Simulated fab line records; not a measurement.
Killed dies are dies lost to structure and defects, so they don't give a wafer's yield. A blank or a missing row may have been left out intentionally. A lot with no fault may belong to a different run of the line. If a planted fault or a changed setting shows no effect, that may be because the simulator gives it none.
The tool behind it: which one? | flow nandHarc | 24 lots, 72 wafers sampled, at 6 steps of a route of 1302

WHAT EACH GAUGE READ, for each wafer
No reading from a measuring or inspecting step in the record can be judged against a usual standard deviation.

TOOL THAT RAN EACH LOT (tool first, then ch and the chambers of the sampled wafers, then the start)
lot  | NHARC_A_STAIRCASE_TRIM_231                   | NHARC_A_STAIRCASE_DESCUM_252      | NHARC_A_STAIRCASE_ETCH_253        | NHARC_A_STAIRCASE_STRIP_254         | NHARC_A_STAIRCASE_STRIP_274                  | NHARC_A_STAIRCASE_DEP_151
L074 | rieDiel-07 ch 0,2,3, day 16 00:49 or earlier | rieDiel-07 ch 0,1,2, day 16 00:49 | rieDiel-07 ch 1,2, day 16 00:53   | plasmaAsher-01 ch 0,1, day 16 01:04 | rieDiel-08 ch 0,1,2, day 17 11:44 or earlier | pecvd-02 ch 0,1, day 17 11:44
L076 | rieDiel-07 ch 0,1,2, day 16 15:28 or earlier | rieDiel-04 ch 1,2,3, day 16 15:28 | rieDiel-04 ch 0,1,2, day 16 15:32 | plasmaAsher-02 ch 0,1, day 16 15:42 | rieDiel-04 ch 0,1, day 18 07:08 or earlier   | pecvd-01 ch 0,1,2, day 18 07:08
L075 | rieDiel-07 ch 1,2, day 16 16:55 or earlier   | rieDiel-08 ch 0,2, day 16 16:55   | rieDiel-08 ch 0,1,3, day 16 17:02 | plasmaAsher-02 ch 0,1, day 16 17:25 | rieDiel-08 ch 0,1,3, day 18 03:10 or earlier | pecvd-01 ch 0,1,2, day 18 03:10
L077 | rieDiel-04 ch 0,2,3, day 17 07:47 or earlier | rieDiel-04 ch 0,1,2, day 17 07:47 | rieDiel-04 ch 0,1,2, day 17 07:52 | plasmaAsher-02 ch 0,1, day 17 07:57 | rieDiel-08 ch 0,2,3, day 18 16:23 or earlier | pecvd-02 ch 0,1,2, day 18 16:23
L078 | rieDiel-08 ch 0,1, day 17 22:19 or earlier   | rieDiel-07 ch 0,3, day 17 22:19   | rieDiel-07 ch 1,2, day 17 22:25   | plasmaAsher-02 ch 0,1, day 17 22:32 | rieDiel-07 ch 0,3, day 19 06:14 or earlier   | pecvd-01 ch 0,1,2, day 19 06:14
L079 | rieDiel-04 ch 1,2,3, day 18 10:13 or earlier | rieDiel-04 ch 0,1, day 18 10:13   | rieDiel-04 ch 0,1,3, day 18 10:19 | plasmaAsher-02 ch 1, day 18 10:26   | rieDiel-08 ch 0,3, day 19 17:52 or earlier   | pecvd-02 ch 1,2, day 19 17:52
L080 | rieDiel-08 ch 1,3, day 18 11:30 or earlier   | rieDiel-08 ch 0,1,3, day 18 11:30 | rieDiel-08 ch 1,2,3, day 18 11:35 | plasmaAsher-01 ch 0,1, day 18 11:43 | rieDiel-04 ch 0,3, day 19 17:52 or earlier   | pecvd-03 ch 0,1, day 19 17:52
L081 | rieDiel-07 ch 0,1,3, day 19 02:26 or earlier | rieDiel-04 ch 1,2,3, day 19 02:26 | rieDiel-04 ch 0,2,3, day 19 02:32 | plasmaAsher-01 ch 0,1, day 19 02:54 | rieDiel-04 ch 0,1,2, day 20 13:14 or earlier | pecvd-02 ch 0,2, day 20 13:14
L082 | rieDiel-08 ch 0,3, day 19 20:20 or earlier   | rieDiel-07 ch 0,1, day 19 20:20   | rieDiel-07 ch 0,1,3, day 19 20:25 | plasmaAsher-02 ch 0,1, day 19 20:33 | rieDiel-07 ch 2,3, day 21 06:47 or earlier   | pecvd-03 ch 0,1, day 21 06:47
L084 | rieDiel-08 ch 2,3, day 20 05:43 or earlier   | rieDiel-08 ch 0,1,2, day 20 05:43 | rieDiel-08 ch 1,2,3, day 20 05:47 | plasmaAsher-01 ch 0,1, day 20 05:55 | rieDiel-08 ch 2,3, day 21 13:52 or earlier   | pecvd-02 ch 0,1, day 21 13:52
L083 | rieDiel-04 ch 0,1,3, day 20 06:20 or earlier | rieDiel-08 ch 0,1,3, day 20 06:20 | rieDiel-08 ch 2,3, day 20 06:24   | plasmaAsher-01 ch 0,1, day 20 06:36 | rieDiel-04 ch 0,1,2, day 21 13:52 or earlier | pecvd-03 ch 1,2, day 21 13:52
L085 | rieDiel-04 ch 1,3, day 20 22:33 or earlier   | rieDiel-04 ch 1,3, day 20 22:33   | rieDiel-04 ch 0,2,3, day 20 22:43 | plasmaAsher-02 ch 0,1, day 20 22:47 | rieDiel-07 ch 0,1,2, day 22 05:44 or earlier | pecvd-03 ch 0,2, day 22 05:44
L086 | rieDiel-04 ch 0,2, day 20 22:39 or earlier   | rieDiel-04 ch 0,1,2, day 20 22:39 | rieDiel-04 ch 1,2, day 20 22:47   | plasmaAsher-01 ch 0,1, day 20 22:58 | rieDiel-07 ch 1,2, day 22 09:02 or earlier   | pecvd-02 ch 1,2, day 22 09:02
L087 | rieDiel-08 ch 0,1,2, day 21 14:19 or earlier | rieDiel-08 ch 0,2,3, day 21 14:19 | rieDiel-08 ch 2,3, day 21 14:24   | plasmaAsher-02 ch 1, day 21 14:32   | rieDiel-08 ch 0,3, day 23 00:37 or earlier   | pecvd-01 ch 0,1, day 23 00:37
L089 | rieDiel-04 ch 0,3, day 21 21:26 or earlier   | rieDiel-07 ch 0,1,2, day 21 21:26 | rieDiel-07 ch 0,1,3, day 21 21:31 | plasmaAsher-01 ch 0,1, day 21 21:35 | rieDiel-07 ch 0,2, day 23 07:52 or earlier   | pecvd-03 ch 1,2, day 23 07:52
L088 | rieDiel-07 ch 0,1,2, day 22 03:41 or earlier | rieDiel-07 ch 0,1, day 22 03:41   | rieDiel-07 ch 2,3, day 22 03:47   | plasmaAsher-01 ch 0,1, day 22 03:55 | rieDiel-08 ch 2,3, day 23 07:46 or earlier   | pecvd-01 ch 0,1, day 23 07:46
L091 | rieDiel-07 ch 1,2,3, day 23 03:27 or earlier | rieDiel-08 ch 0,2, day 23 03:27   | rieDiel-08 ch 0,2, day 23 03:32   | plasmaAsher-01 ch 0,1, day 23 03:40 | rieDiel-07 ch 0,2,3, day 24 11:41 or earlier | pecvd-01 ch 0,1,2, day 24 11:41
L090 | rieDiel-07 ch 0,1,3, day 23 10:11 or earlier | rieDiel-07 ch 0,1, day 23 10:11   | rieDiel-07 ch 1,2, day 23 10:28   | plasmaAsher-02 ch 0,1, day 23 10:32 | rieDiel-08 ch 0,1,3, day 24 17:04 or earlier | pecvd-01 ch 0,1,2, day 24 17:04
L092 | rieDiel-07 ch 0,1, day 23 21:41 or earlier   | rieDiel-04 ch 1,2,3, day 23 21:41 | rieDiel-04 ch 0,1, day 23 21:46   | plasmaAsher-01 ch 0,1, day 23 22:07 | rieDiel-07 ch 0,1,3, day 25 12:50 or earlier | pecvd-02 ch 0,1,2, day 25 12:50
L093 | rieDiel-04 ch 0,1,2, day 23 23:13 or earlier | rieDiel-07 ch 1,2, day 23 23:13   | rieDiel-07 ch 2,3, day 23 23:17   | plasmaAsher-01 ch 0,1, day 23 23:31 | rieDiel-04 ch 0,1,3, day 25 12:52 or earlier | pecvd-01 ch 0,1,2, day 25 12:52
L094 | rieDiel-04 ch 0,1,3, day 24 00:56 or earlier | rieDiel-04 ch 0,1,2, day 24 00:56 | rieDiel-04 ch 0,2,3, day 24 01:01 | plasmaAsher-01 ch 0,1, day 24 01:09 | rieDiel-04 ch 0,2,3, day 25 12:33 or earlier | pecvd-03 ch 1,2, day 25 12:33
L096 | rieDiel-07 ch 2,3, day 25 00:12 or earlier   | rieDiel-08 ch 2,3, day 25 00:12   | rieDiel-08 ch 0,1,3, day 25 00:17 | plasmaAsher-01 ch 0,1, day 25 00:22 | rieDiel-07 ch 1,2, day 26 09:41 or earlier   | pecvd-03 ch 0,1,2, day 26 09:41
L095 | rieDiel-08 ch 0,2,3, day 25 00:23 or earlier | rieDiel-04 ch 0,1,2, day 25 00:23 | rieDiel-04 ch 0,1,3, day 25 00:28 | plasmaAsher-02 ch 0,1, day 25 00:33 | rieDiel-08 ch 0,2,3, day 26 14:05 or earlier | pecvd-01 ch 0,1,2, day 26 14:05
L097 | rieDiel-08 ch 1,2,3, day 25 18:39 or earlier | rieDiel-07 ch 1,3, day 25 18:39   | rieDiel-07 ch 0,2,3, day 25 18:44 | plasmaAsher-01 ch 0,1, day 25 18:49 | rieDiel-04 ch 0,1,3, day 27 03:02 or earlier | pecvd-01 ch 1,2, day 27 03:02
- NHARC_A_STAIRCASE_TRIM_231: chemistry O2, time 211.2 s.
- NHARC_A_STAIRCASE_DESCUM_252: chemistry O2, time 3 s.
- NHARC_A_STAIRCASE_ETCH_253: etches the open film in C4F8/O2, target depth 50 nm, time 20.2 s.
- NHARC_A_STAIRCASE_STRIP_254: strips in O2.
- NHARC_A_STAIRCASE_STRIP_274: strips in O2.
- NHARC_A_STAIRCASE_DEP_151: deposits SiO2, target thk 7200 nm.

AS READ BY THE TOOLS THEMSELVES (means over the sampled wafers that have a number; for cases with no such wafer, the mark the record gives instead)
NHARC_A_STAIRCASE_TRIM_231. Usual: drypumpMotorCurrentA 5.6 A, standard deviation 0.34; oesProductAu 1.000 a.u., standard deviation 0.0077; rfVppV 57.8 V, standard deviation 0.94; showerheadPlenumPTorr 3.55 Torr, standard deviation 0.13; throttleValvePct 17.037 %, standard deviation 0.0097.
lot  | tool       | drypumpMotorCurrentA (A) | oesProductAu (a.u.) | rfVppV (V) | showerheadPlenumPTorr (Torr) | throttleValvePct (%) | flag
L074 | rieDiel-07 | 5.8                      | 1.002               | 57.4       | 3.60                         | 17.035               | 
L076 | rieDiel-07 | 5.6                      | 0.998               | 58.1       | 3.55                         | 17.033               | 
L075 | rieDiel-07 | 5.6                      | 1.001               | 58.5       | 3.50                         | 17.041               | 
L077 | rieDiel-04 | 5.6                      | 1.000               | 57.4       | 3.64                         | 17.039               | 
L078 | rieDiel-08 | 5.5                      | 1.004               | 58.3       | 3.75                         | 17.043               | 
L079 | rieDiel-04 | 5.3                      | 0.999               | 57.0       | 3.58                         | 17.040               | 
L080 | rieDiel-08 | 5.8                      | 0.994               | 57.4       | 3.57                         | 17.037               | 
L081 | rieDiel-07 | 5.8                      | 0.997               | 57.9       | 3.57                         | 17.036               | 
L082 | rieDiel-08 | 5.6                      | 0.999               | 58.1       | 3.53                         | 17.028               | 
L084 | rieDiel-08 | 5.6                      | 0.998               | 57.2       | 3.40                         | 17.032               | 
L083 | rieDiel-04 | 5.3                      | 1.001               | 57.1       | 3.50                         | 17.041               | 
L085 | rieDiel-04 | 5.0                      | 1.006               | 57.5       | 3.45                         | 17.028               | 
L086 | rieDiel-04 | 5.8                      | 0.992               | 57.4       | 3.59                         | 17.042               | 
L087 | rieDiel-08 | 5.6                      | 0.998               | 58.2       | 3.63                         | 17.034               | 
L089 | rieDiel-04 | 5.6                      | 1.000               | 58.0       | 3.54                         | 17.037               | 
L088 | rieDiel-07 | 5.6                      | 1.001               | 58.4       | 3.53                         | 17.048               | 
L091 | rieDiel-07 | 5.7                      | 0.993               | 57.3       | 3.50                         | 17.044               | 
L090 | rieDiel-07 | 5.8                      | 0.998               | 58.2       | 3.55                         | 17.042               | 
L092 | rieDiel-07 | 5.6                      | 0.992               | 57.9       | 3.51                         | 17.028               | 
L093 | rieDiel-04 | 5.5                      | 0.998               | 58.0       | 3.53                         | 17.028               | 
L094 | rieDiel-04 | 5.3                      | 1.006               | 58.6       | 3.49                         | 17.041               | 
L096 | rieDiel-07 | 5.9                      | 0.989               | 57.4       | 3.53                         | 17.033               | 
L095 | rieDiel-08 | 5.5                      | 1.004               | 57.9       | 3.49                         | 17.038               | 
L097 | rieDiel-08 | 5.7                      | 1.002               | 57.0       | 3.52                         | 17.032               | 

NHARC_A_STAIRCASE_DESCUM_252. Usual: drypumpMotorCurrentA 5.6 A, standard deviation 0.34; oesProductAu 1.000 a.u., standard deviation 0.0076; rfVppV 58.0 V, standard deviation 0.94; showerheadPlenumPTorr 1.93 Torr, standard deviation 0.078; throttleValvePct 11.310 %, standard deviation 0.0083.
lot  | tool       | drypumpMotorCurrentA (A) | oesProductAu (a.u.) | rfVppV (V) | showerheadPlenumPTorr (Torr) | throttleValvePct (%) | flag
L074 | rieDiel-07 | 5.6                      | 1.000               | 57.9       | 1.93                         | 11.299               | 
L076 | rieDiel-04 | 5.3                      | 1.010               | 58.3       | 1.95                         | 11.314               | 
L075 | rieDiel-08 | 5.3                      | 1.004               | 57.4       | 1.97                         | 11.314               | 
L077 | rieDiel-04 | 5.5                      | 1.004               | 57.7       | 1.92                         | 11.309               | 
L078 | rieDiel-07 | 5.9                      | 0.994               | 58.8       | 1.96                         | 11.308               | 
L079 | rieDiel-04 | 5.1                      | 1.007               | 57.7       | 1.85                         | 11.304               | 
L080 | rieDiel-08 | 5.7                      | 1.002               | 58.1       | 1.99                         | 11.310               | 
L081 | rieDiel-04 | 5.3                      | 1.001               | 57.9       | 1.94                         | 11.322               | 
L082 | rieDiel-07 | 5.6                      | 0.998               | 58.1       | 1.91                         | 11.311               | 
L084 | rieDiel-08 | 5.6                      | 1.005               | 57.9       | 1.98                         | 11.311               | 
L083 | rieDiel-08 | 5.7                      | 0.996               | 58.8       | 1.99                         | 11.313               | 
L085 | rieDiel-04 | 5.0                      | 1.001               | 58.3       | 1.86                         | 11.307               | 
L086 | rieDiel-04 | 5.5                      | 1.003               | 57.6       | 1.92                         | 11.309               | 
L087 | rieDiel-08 | 5.5                      | 1.003               | 58.0       | 1.90                         | 11.305               | 
L089 | rieDiel-07 | 5.6                      | 0.999               | 58.1       | 1.91                         | 11.308               | 
L088 | rieDiel-07 | 5.7                      | 0.990               | 57.0       | 1.94                         | 11.310               | 
L091 | rieDiel-08 | 5.4                      | 1.002               | 57.0       | 1.89                         | 11.305               | 
L090 | rieDiel-07 | 5.7                      | 1.000               | 58.2       | 1.94                         | 11.315               | 
L092 | rieDiel-04 | 5.3                      | 1.002               | 58.2       | 1.93                         | 11.303               | 
L093 | rieDiel-07 | 5.6                      | 0.997               | 57.6       | 1.88                         | 11.317               | 
L094 | rieDiel-04 | 5.5                      | 1.000               | 58.1       | 1.91                         | 11.317               | 
L096 | rieDiel-08 | 5.6                      | 1.000               | 57.9       | 1.84                         | 11.308               | 
L095 | rieDiel-04 | 5.5                      | 1.002               | 57.8       | 1.91                         | 11.304               | 
L097 | rieDiel-07 | 5.8                      | 0.997               | 58.4       | 1.91                         | 11.309               | 

NHARC_A_STAIRCASE_ETCH_253. Usual: oesProductAu 0.957 a.u., standard deviation 0.017; rfFwdPowerW 588 W, standard deviation 3.6; rfVppV 897 V, standard deviation 4.9.
lot  | tool       | oesProductAu (a.u.) | rfFwdPowerW (W) | rfVppV (V) | flag
L074 | rieDiel-07 | 0.940               | 589             | 894        | 
L076 | rieDiel-04 | 0.967               | 586             | 896        | 
L075 | rieDiel-08 | 0.951               | 589             | 901        | 
L077 | rieDiel-04 | 0.963               | 586             | 897        | 
L078 | rieDiel-07 | 0.920               | 588             | 894        | 
L079 | rieDiel-04 | 0.959               | 588             | 896        | 
L080 | rieDiel-08 | 0.963               | 588             | 897        | 
L081 | rieDiel-04 | 0.963               | 587             | 899        | 
L082 | rieDiel-07 | 0.952               | 588             | 897        | 
L084 | rieDiel-08 | 0.960               | 590             | 896        | 
L083 | rieDiel-08 | 0.978               | 592             | 892        | 
L085 | rieDiel-04 | 0.943               | 590             | 899        | 
L086 | rieDiel-04 | 0.946               | 586             | 894        | 
L087 | rieDiel-08 | 0.957               | 593             | 893        | 
L089 | rieDiel-07 | 0.954               | 588             | 897        | 
L088 | rieDiel-07 | 0.940               | 590             | 895        | 
L091 | rieDiel-08 | 0.968               | 590             | 894        | 
L090 | rieDiel-07 | 0.925               | 589             | 893        | 
L092 | rieDiel-04 | 0.948               | 587             | 894        | 
L093 | rieDiel-07 | 0.969               | 587             | 895        | 
L094 | rieDiel-04 | 0.963               | 590             | 899        | 
L096 | rieDiel-08 | 0.975               | 590             | 899        | 
L095 | rieDiel-04 | 0.968               | 589             | 894        | 
L097 | rieDiel-07 | 0.971               | 587             | 897        | 

NHARC_A_STAIRCASE_STRIP_254. Usual: drypumpMotorCurrentA 5.5 A, standard deviation 0.3; heaterPowerW 340 W, standard deviation 18.
lot  | tool           | drypumpMotorCurrentA (A) | heaterPowerW (W) | flag
L074 | plasmaAsher-01 | 5.2                      | 347              | 
L076 | plasmaAsher-02 | 5.9                      | 320              | 
L075 | plasmaAsher-02 | 5.8                      | 325              | 
L077 | plasmaAsher-02 | 5.8                      | 319              | 
L078 | plasmaAsher-02 | 5.8                      | 321              | 
L079 | plasmaAsher-02 | 5.9                      | 322              | 
L080 | plasmaAsher-01 | 5.3                      | 349              | 
L081 | plasmaAsher-01 | 5.3                      | 348              | 
L082 | plasmaAsher-02 | 5.8                      | 321              | 
L084 | plasmaAsher-01 | 5.2                      | 340              | 
L083 | plasmaAsher-01 | 5.2                      | 345              | 
L085 | plasmaAsher-02 | 5.8                      | 336              | 
L086 | plasmaAsher-01 | 5.2                      | 349              | 
L087 | plasmaAsher-02 | 5.8                      | 334              | 
L089 | plasmaAsher-01 | 5.2                      | 341              | 
L088 | plasmaAsher-01 | 5.3                      | 345              | 
L091 | plasmaAsher-01 | 5.2                      | 354              | 
L090 | plasmaAsher-02 | 5.8                      | 327              | 
L092 | plasmaAsher-01 | 5.3                      | 360              | 
L093 | plasmaAsher-01 | 5.2                      | 347              | 
L094 | plasmaAsher-01 | 5.2                      | 353              | 
L096 | plasmaAsher-01 | 5.2                      | 353              | 
L095 | plasmaAsher-02 | 5.8                      | 317              | 
L097 | plasmaAsher-01 | 5.3                      | 363              | 

NHARC_A_STAIRCASE_STRIP_274. Usual: drypumpMotorCurrentA 5.6 A, standard deviation 0.33; oesProductAu 0.998 a.u., standard deviation 0.0088; rfVppV 57.8 V, standard deviation 0.82; showerheadPlenumPTorr 3.55 Torr, standard deviation 0.14; throttleValvePct 17.036 %, standard deviation 0.0085.
lot  | tool       | drypumpMotorCurrentA (A) | oesProductAu (a.u.) | rfVppV (V) | showerheadPlenumPTorr (Torr) | throttleValvePct (%) | flag
L074 | rieDiel-08 | 5.6                      | 0.999               | 57.3       | 3.47                         | 17.047               | 
L076 | rieDiel-04 | 5.1                      | 1.003               | 57.2       | 3.42                         | 17.031               | 
L075 | rieDiel-08 | 5.7                      | 0.999               | 58.8       | 3.67                         | 17.037               | 
L077 | rieDiel-08 | 5.5                      | 1.007               | 57.9       | 3.52                         | 17.033               | 
L078 | rieDiel-07 | 5.9                      | 1.004               | 58.4       | 3.62                         | 17.037               | 
L079 | rieDiel-08 | 5.4                      | 1.004               | 58.4       | 3.64                         | 17.040               | 
L080 | rieDiel-04 | 5.7                      | 0.994               | 58.2       | 3.56                         | 17.031               | 
L081 | rieDiel-04 | 5.5                      | 0.993               | 57.6       | 3.54                         | 17.042               | 
L082 | rieDiel-07 | 5.7                      | 1.002               | 57.9       | 3.53                         | 17.037               | 
L084 | rieDiel-08 | 5.6                      | 1.006               | 57.9       | 3.40                         | 17.043               | 
L083 | rieDiel-04 | 5.5                      | 1.003               | 58.0       | 3.54                         | 17.033               | 
L085 | rieDiel-07 | 5.6                      | 0.995               | 57.6       | 3.53                         | 17.034               | 
L086 | rieDiel-07 | 5.5                      | 0.996               | 57.9       | 3.47                         | 17.030               | 
L087 | rieDiel-08 | 5.4                      | 1.001               | 58.1       | 3.62                         | 17.032               | 
L089 | rieDiel-07 | 5.7                      | 0.995               | 58.6       | 3.54                         | 17.035               | 
L088 | rieDiel-08 | 5.6                      | 0.996               | 57.7       | 3.41                         | 17.042               | 
L091 | rieDiel-07 | 5.8                      | 0.992               | 57.3       | 3.56                         | 17.034               | 
L090 | rieDiel-08 | 5.7                      | 0.995               | 57.2       | 3.64                         | 17.031               | 
L092 | rieDiel-07 | 5.8                      | 0.995               | 56.9       | 3.54                         | 17.038               | 
L093 | rieDiel-04 | 5.3                      | 0.998               | 57.6       | 3.48                         | 17.038               | 
L094 | rieDiel-04 | 5.6                      | 0.995               | 58.8       | 3.61                         | 17.037               | 
L096 | rieDiel-07 | 5.5                      | 0.996               | 58.3       | 3.45                         | 17.043               | 
L095 | rieDiel-08 | 5.5                      | 0.993               | 56.9       | 3.49                         | 17.034               | 
L097 | rieDiel-04 | 5.3                      | 1.003               | 57.4       | 3.48                         | 17.033               | 

NHARC_A_STAIRCASE_DEP_151. Usual: heaterPowerW 605 W, standard deviation 71; mfcPrecursorSccm 200.1 sccm, standard deviation 0.58; rfFwdPowerW 499.6 W, standard deviation 1.4.
lot  | tool     | heaterPowerW (W) | mfcPrecursorSccm (sccm) | rfFwdPowerW (W) | flag
L074 | pecvd-02 | 613              | 200.4                   | 499.7           | 
L076 | pecvd-01 | 530              | 199.7                   | 499.5           | 
L075 | pecvd-01 | 564              | 200.8                   | 500.3           | 
L077 | pecvd-02 | 618              | 199.8                   | 500.5           | 
L078 | pecvd-01 | 572              | 200.3                   | 499.6           | 
L079 | pecvd-02 | 685              | 199.4                   | 499.9           | 
L080 | pecvd-03 | 663              | 200.2                   | 499.9           | 
L081 | pecvd-02 | 662              | 199.6                   | 500.0           | 
L082 | pecvd-03 | 632              | 199.8                   | 499.0           | 
L084 | pecvd-02 | 577              | 200.3                   | 499.0           | 
L083 | pecvd-03 | 580              | 200.5                   | 497.5           | 
L085 | pecvd-03 | 652              | 199.7                   | 500.4           | 
L086 | pecvd-02 | 659              | 200.5                   | 498.9           | 
L087 | pecvd-01 | 546              | 200.6                   | 501.3           | 
L089 | pecvd-03 | 630              | 199.9                   | 498.8           | 
L088 | pecvd-01 | 524              | 200.5                   | 498.2           | 
L091 | pecvd-01 | 579              | 200.4                   | 499.4           | 
L090 | pecvd-01 | 598              | 199.6                   | 499.7           | 
L092 | pecvd-02 | 609              | 199.9                   | 498.7           | 
L093 | pecvd-01 | 520              | 199.6                   | 498.7           | 
L094 | pecvd-03 | 638              | 200.4                   | 501.6           | 
L096 | pecvd-03 | 643              | 200.2                   | 499.6           | 
L095 | pecvd-01 | 574              | 200.1                   | 499.1           | 
L097 | pecvd-01 | 564              | 200.1                   | 498.5           | 

THE ANSWER, worked out from the rows above alone
Rule: lot off if the mean of its wafers having a number is beyond 3 standard deviations from the usual mean. Also off: a lot with no number at a reading for which 4 or more lots have one. All remaining lots with rows at the step are treated as sound. After the gauges, taken in route order, come the tools' own readings; for these a lot's mean is taken, as printed above. At the first step where some lot is off, the reading lying furthest off is the one used; lots without a number count as furthest.
Across all readings shown, no lot is off: no conclusion can be drawn from this.

WHAT HAD BEEN PUT IN BY THE SIMULATOR
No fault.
